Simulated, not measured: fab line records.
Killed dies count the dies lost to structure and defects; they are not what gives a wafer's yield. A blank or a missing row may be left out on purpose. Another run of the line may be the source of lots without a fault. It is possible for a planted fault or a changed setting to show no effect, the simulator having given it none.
Struck lot and sound lot, side by side :: flow n5Finfet :: 35 out of 1938 route steps
Sound: these wafers, L891.1, L891.2, L891.5. Wafers L885.1, L885.3, L885.6 were the ones struck. The cause is named last.
Order at every step that has rows: each side's tool, ch and its chambers, its first start. Under that, the readings that differ: sound wafers :: struck wafers :: difference of the means :: sigmas: that difference in standard deviations of wafers without a fault.
alike: readings with means less than 2 such deviations apart, plus words and numbers identical on both sides. not compared: withheld readings, readings lacking a value on some wafer, bounds such as >300 that could conceal the same value, and numbers that have no deviation in the record and whose values overlap.
Wherever a step has rows on one side only, a row that says differs or no value, or a row with sigmas, the two part there. Numbers that have no deviation but don't overlap get no sigmas and don't part them. A reading missing from all wafers of one side parts the sides only when that side holds two or more wafers.

first, 12 steps without rows for these wafers: N5_SD_EPI_P_ETCH_37 (etches SOC in N2/H2, overetch 108 nm, time 486 s); N5_SD_EPI_P_STRIP_38 (strips in N2/H2); N5_SD_EPI_P_ETCHBACK_46 (etches SiNx in CH3F/O2, stops on SiO2, target depth 17.5 nm); N5_SD_EPI_P_ETCH_47 (etches SiOCN in CH3F/O2, target depth 25 nm); N5_SD_EPI_P_ETCH_16 (etches SiO2 in CHF3/O2, target depth 5 nm); N5_SD_EPI_P_STRIP_50 (strips in CHF3/O2); N5_SD_EPI_P_SD_RECESS_17 (chemistry HBr/Cl2/O2, target depth 39.1 nm, bt time 3 s); N5_SD_EPI_P_WET_ETCH_45 (etches SiO2 in dHF, time 10.7 s, target depth 2 nm, rinse time 30 s); N5_SD_EPI_P_STRIP_40 (strips in N2/H2); N5_SD_EPI_P_PRECLEAN_52 (cleans in O3/DIW, time 60 s); N5_SD_EPI_P_SRD_20 (time 30 s); N5_SD_EPI_P_PRECLEAN_51 (cleans in NF3:NH3, afs cycles 1, time 20 s, sublimation time 60 s).
N5_SD_EPI_P_VAPOR_ETCH_44: etches SiGe30 in NF3/Ar, time 3.3 s.
  sound on epiRpcvd-01 ch 0, day 8 19:25; struck on epiRpcvd-04 ch 0, day 7 15:19
  alike: susceptorTempC
then, 20 steps without rows for these wafers: N5_SD_EPI_P_EPI_21 (deposits SiGe:B, time 355 s); N5_SD_EPI_P_HM_STRIP_48 (strips SiNx in H3PO4, material SiNx, target depth 3 nm); N5_SD_EPI_P_SRD_49 (time 30 s); N5_SD_EPI_P_PRECLEAN_24 (cleans in O3/DIW, time 45 s); N5_SD_EPI_P_PRECLEAN_32 (cleans in dHF, time 10 s); N5_SD_EPI_P_PRECLEAN_33 (cleans in SC2, time 45 s); N5_SD_EPI_P_SRD_25 (time 30 s); N5_SD_ACTIVATION_RTA_00 (time 0 s); N5_SD_ACTIVATION_LSA_01 (time 0.0008 s); N5_ILD0_LINER_00 (material SiNx, target thk 4 nm, pulse time 1 s, purge time 2 s); N5_ILD0_FCVD_FILL_01 (material SiO2 flowable, target thk 200 nm, time 328.3 s); N5_ILD0_CURE_02 (time 1800 s); N5_ILD0_CMP_03 (polishes, stops on SiNx, t overpolish 1.9 s, target thk 197.38 nm); N5_ILD0_CMP_07 (polishes SiO2 flowable, stops on poly-Si, t overpolish 1.18 s, target thk 138.88 nm); N5_ILD0_PRECLEAN_10 (cleans in NF3:NH3, afs cycles 5, time 20 s, sublimation time 60 s); N5_ILD0_ALD_15 (deposits SiNx, target thk 24 nm, pulse time 1 s, ald cycles 480); N5_ILD0_CMP_12 (polishes SiNx, stops on poly-Si, t overpolish 6 s, target thk 17.67 nm); N5_SDB_HM_DEP_00 (deposits SiNx from SiH4/NH3/N2, target thk 40 nm, time 35.3 s); N5_SDB_COAT_03 (time 60 s, resist thk 100 nm); N5_SDB_COAT_04 (time 60 s, resist thk 18 nm).
-- the record jumps here: 5 days lie between the struck wafers' starts before and after (it left off in module SDB and takes up again in module BEOL_M4, whose first step shown is number 1111 of the route) --
N5_BEOL_M4_RC_MEAS_101:
  sound on prober-01 ch 0, day 13 15:50; struck on prober-01 ch 0, day 12 04:24
  no value came back on the struck wafers for any of 5 readings (DIBL_P (mV/V), IOFF_P (nA/um) and others); on the sound wafers DIBL_P (mV/V) reads 37.8 35.2 36.0
  alike: DIBL_N, IOFF_N, ION_N, SS_N, VT_N
-- a jump in the record: the struck wafers' starts before and after are 4 days apart (it breaks off in module BEOL_M4 and resumes in module PASSIVATION, where the first step shown is number 1936 of the route) --
N5_PASSIVATION_PROBE_49:
  sound on prober-02, day 17 20:11; struck on prober-02, day 16 13:56
reading: sort_bin_4_leakage (%)
sound: 0 0 0
struck: 91.36 90.85 91.78
difference: +91.33
sigmas: +99 or more

reading: sortNPass
sound: 1037 1063 1061
struck: 0 0 0
difference: -1054
sigmas: -55

reading: sortYieldPct (%)
sound: 87.9 90.1 89.9
struck: 0 0 0
difference: -89
sigmas: -56
  alike: defectLimitedYield, killed_at_M0_to_M3, killed_at_M4_up, killedAtContacts, killedAtFrontEnd, killedAtOther, killedDies, killedOnRim, killedOpen, killedShort, sort_bin_5_function, sort_bin_6_memory

== WHERE THEY PART ==
At N5_BEOL_M4_RC_MEAS_101 first; at N5_PASSIVATION_PROBE_49 last (within this record only).

WHY: the cause the simulator had injected
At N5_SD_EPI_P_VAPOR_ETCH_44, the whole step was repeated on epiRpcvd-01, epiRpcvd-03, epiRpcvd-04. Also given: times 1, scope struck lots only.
